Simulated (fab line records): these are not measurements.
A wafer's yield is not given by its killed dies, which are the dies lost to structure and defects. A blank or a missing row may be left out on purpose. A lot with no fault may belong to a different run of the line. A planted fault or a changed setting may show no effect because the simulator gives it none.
Which tool was responsible? -- flow nand_harc -- 33 wafers from 11 lots sampled at 2 of the route's 1302 steps

## WHAT THE GAUGES SHOWED, per wafer
NHARC_THIN_TSV_CD_MEAS_16.
lot,measured,on,cd_nm (nm)
L334,day 24 07:05,cd_sem-01,998.3 999.5 998.1
L335,day 24 10:47,cd_sem-02,999.7 999.3 998.7
L346,day 28 20:11,cd_sem-02,999.3 1001.1 998.3
L347,day 29 17:11,cd_sem-01,998.4 998.8 998.6
L350,day 30 07:23,cd_sem-02,998.7 1000.2 998.4
L349,day 30 01:11,cd_sem-02,1001.7 999.9 1000.6
L351,day 30 11:41,cd_sem-01,1001.2 1000.1 998.9
L354,day 31 18:37,cd_sem-01,998.3 998.4 997.2
L355,day 32 21:10,cd_sem-01,999.7 997.9 999.3
L357,day 33 05:40,cd_sem-02,998.9 1002.0 1003.8
L356,day 33 04:34,cd_sem-02,1001.0 1000.7 1001.1

## EACH LOT AND THE TOOL THAT RAN IT (in order: tool; ch and the chambers of the sampled wafers; start)
lot,NHARC_A_STAIRCASE_STRIP_172
L334,"wet_bench-01 ch 1,2,4, day 15 10:50"
L335,"wet_bench-01 ch 1,4,6, day 16 03:13"
L346,"wet_bench-06 ch 3,4,6, day 20 18:20"
L347,"wet_bench-06 ch 4,6,7, day 21 13:31"
L350,"wet_bench-01 ch 1,2,7, day 21 17:28"
L349,"wet_bench-01 ch 2,5,6, day 21 22:25"
L351,"wet_bench-02 ch 2,4,7, day 22 09:01"
L354,"wet_bench-02 ch 0,6,7, day 23 15:00"
L355,"wet_bench-02 ch 4,5,6, day 24 13:11"
L357,"wet_bench-06 ch 0,3,4, day 25 01:42"
L356,"wet_bench-02 ch 4,6,7, day 25 01:59"
- NHARC_A_STAIRCASE_STRIP_172: strips in SPM, time 900 s.

## THE ANSWER, worked out from the rows above alone
Rule: what is usual is taken from the lots themselves. Put in order of their means at a reading, lots are off if they are a third of the lots or fewer, leave a main group of 4 or more, and stand apart from it by a gap of 3 or more times the standard deviation of the main group's means; of several such gaps the widest counts. Not used: any main group whose means are identical at the precision the tables above print for the reading. A lot without any number at a reading at which 4 lots or more have one is off too. Where the step has rows for the other lots, those lots are counted as sound.
No lot is off on any of the readings shown, so nothing can be concluded from this.

## WHAT THE SIMULATOR HAD PUT IN
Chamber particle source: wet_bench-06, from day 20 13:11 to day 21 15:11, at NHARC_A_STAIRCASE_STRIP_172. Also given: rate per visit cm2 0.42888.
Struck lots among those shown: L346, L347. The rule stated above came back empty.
